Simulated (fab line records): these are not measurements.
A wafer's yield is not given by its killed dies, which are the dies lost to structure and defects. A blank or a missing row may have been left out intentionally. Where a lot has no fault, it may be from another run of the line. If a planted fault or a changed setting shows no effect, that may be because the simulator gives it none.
A lot that was struck, set against a sound lot | flow n5Finfet | 25 out of 1938 route steps
Sound: the wafers L926.3, L926.5, L926.6. Struck: wafers L945.2, L945.3, L945.5. The cause is given at the end.
Each step with rows lists, per side, the tool, then ch with its chambers, then its first start. Under that, the readings that differ: sound wafers | struck wafers | difference of the means | sigmas: that difference in standard deviations of wafers without a fault.
alike: words and numbers the same on both sides, and readings whose means are apart by under 2 such deviations; not compared: readings that were withheld, readings missing a value for some wafer, numbers with overlapping values and no deviation given by the record, and bounds like >300 which may hide the same value.
A row with sigmas, a row that says differs or no value, or rows on one side alone: a step with any of these is where the two part. Numbers that don't overlap but have no deviation are shown without sigmas and don't part them. A reading missing from all wafers of one side parts the sides only when that side holds two or more wafers.

first, 10 steps without rows for these wafers: N5_DUMMY_GATE_UV_OZONE_45 (time 120 s); N5_SPACER0_ALD_07 (deposits SiNx, target thk 2 nm); N5_SPACER0_ALD_00 (deposits SiOCN, target thk 3.5 nm, pulse time 3 s, purge time 2 s); N5_SPACER0_ALD_08 (deposits SiNx, target thk 2 nm); N5_SD_EPI_N_COAT_32 (time 60 s, resist thk 350 nm); N5_SD_EPI_N_COAT_33 (time 60 s, resist thk 35 nm); N5_SD_EPI_N_COAT_03 (resist thk 150 nm); N5_SD_EPI_N_EBR_05; N5_SD_EPI_N_SOFTBAKE_04 (time 60 s); N5_SD_EPI_N_EXPOSE_06 (exposes mask SD N BLK, target cd 120 nm).
N5_SD_EPI_N_PEB_07: peb time 60 s.
  sound on lithoTrack-03 ch 0, day 3 16:41; struck on lithoTrack-03 ch 0, day 8 07:33
reading        | sound                | struck               | difference | sigmas
plateTempC (C) | 109.87 110.03 110.00 | 110.70 110.66 110.79 | +0.75      | +7
  alike: chillPlateTempC
then, 1 step without rows for these wafers: N5_SD_EPI_N_DEVELOP_08 (develop time 30 s).
N5_SD_EPI_N_CD_MEAS_09: the cd target is 120 nm.
  sound on cdSem-03 ch 0, day 3 16:45; struck on cdSem-03 ch 0, day 8 07:37
reading   | sound             | struck            | difference | sigmas
cdNm (nm) | 120.0 120.7 120.5 | 121.9 122.6 122.8 | +2.0       | +4
N5_SD_EPI_N_DESCUM_14: chemistry O2, time 7.9 s.
  sound on rieDiel-04 ch 0,2, day 3 16:58; struck on rieDiel-04 ch 1,3, day 8 07:55
reading                  | sound             | struck            | difference | sigmas
throttleValvePct (%)     | 20.81 20.64 20.81 | 20.17 20.39 20.18 | -0.51      | -2
model.SD_EPI_N.cdNm (nm) | 119.6 120.6 120.4 | 121.8 122.6 122.4 | +2.1       | 
  alike: drypumpMotorCurrentA, oesProductAu, rfVppV, showerheadPlenumPTorr
  not compared: rfHoursCounterH
then, 7 steps without rows for these wafers: N5_SD_EPI_N_ETCH_34 (etches SiARC in CF4, target depth 45.5 nm, time 75.8 s); N5_SD_EPI_N_ETCH_35 (etches SOC in N2/H2, overetch 108 nm, time 486 s); N5_SD_EPI_N_STRIP_36 (strips in N2/H2); N5_SD_EPI_N_ETCHBACK_44 (etches SiNx in CH3F/O2, stops on SiO2, target depth 14.5 nm); N5_SD_EPI_N_ETCH_45 (etches SiOCN in CH3F/O2, target depth 6 nm); N5_SD_EPI_N_ETCH_16 (etches SiO2 in CHF3/O2, target depth 5 nm); N5_SD_EPI_N_STRIP_47 (strips in CHF3/O2).
N5_SD_EPI_N_SD_RECESS_17: chemistry HBr/Cl2/O2, target depth 41 nm, time 23.7 s, bt time 3 s.
  sound on rieSi-02 ch 2,3, day 3 17:40; struck on rieSi-04 ch 2,3, day 8 08:36
reading                  | sound             | struck          | difference | sigmas
model.SD_EPI_N.cdNm (nm) | 119.6 120.8 120.6 | 122.2 122.6 122 | +1.9       | 
  alike: drypumpMotorCurrentA, oes_o_777_au, oesProductAu, throttleValvePct
  not compared: rfHoursCounterH
then, 1 step without rows for these wafers: N5_SD_EPI_N_STRIP_38 (strips in N2/H2).
-- the record jumps here: 5 days lie between the struck wafers' starts before and after (it left off in module SD_EPI_N and takes up again in module BEOL_M4, whose first step shown is number 1111 of the route) --
N5_BEOL_M4_RC_MEAS_101:
  sound on prober-01 ch 0, day 8 11:04; struck on prober-01 ch 0, day 13 15:58
reading       | sound          | struck         | difference | sigmas
DIBL_N (mV/V) | 35.9 34.2 35.9 | 38.0 38.0 39.2 | +3.1       | +2
  alike: DIBL_P, IOFF_N, IOFF_P, ION_N, ION_P, SS_N, SS_P, VT_N, VT_P
-- record jumps: 5 days separate the struck wafers' starts on either side; left off in module BEOL_M4, taken up again in module PASSIVATION, whose first shown step is the route's number 1936 --
N5_PASSIVATION_PROBE_49:
  sound on prober-01 at day 12 19:13; struck on prober-02 at day 18 06:20
  alike: defectLimitedYield, killed_at_M0_to_M3, killed_at_M4_up, killedAtContacts, killedAtFrontEnd, killedAtOther, killedDies, killedOpen, killedShort, sort_bin_5_function, sort_bin_6_memory, sortNPass, sortYieldPct

WHERE THEY PART
At N5_SD_EPI_N_PEB_07 first; at N5_BEOL_M4_RC_MEAS_101 last (within this record only). Later steps at which nothing parts them and some readings are alike: N5_PASSIVATION_PROBE_49.

WHY: what the simulator had put in
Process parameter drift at N5_SD_EPI_N_PEB_07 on lithoTrack-03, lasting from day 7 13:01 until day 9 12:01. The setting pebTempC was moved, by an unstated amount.
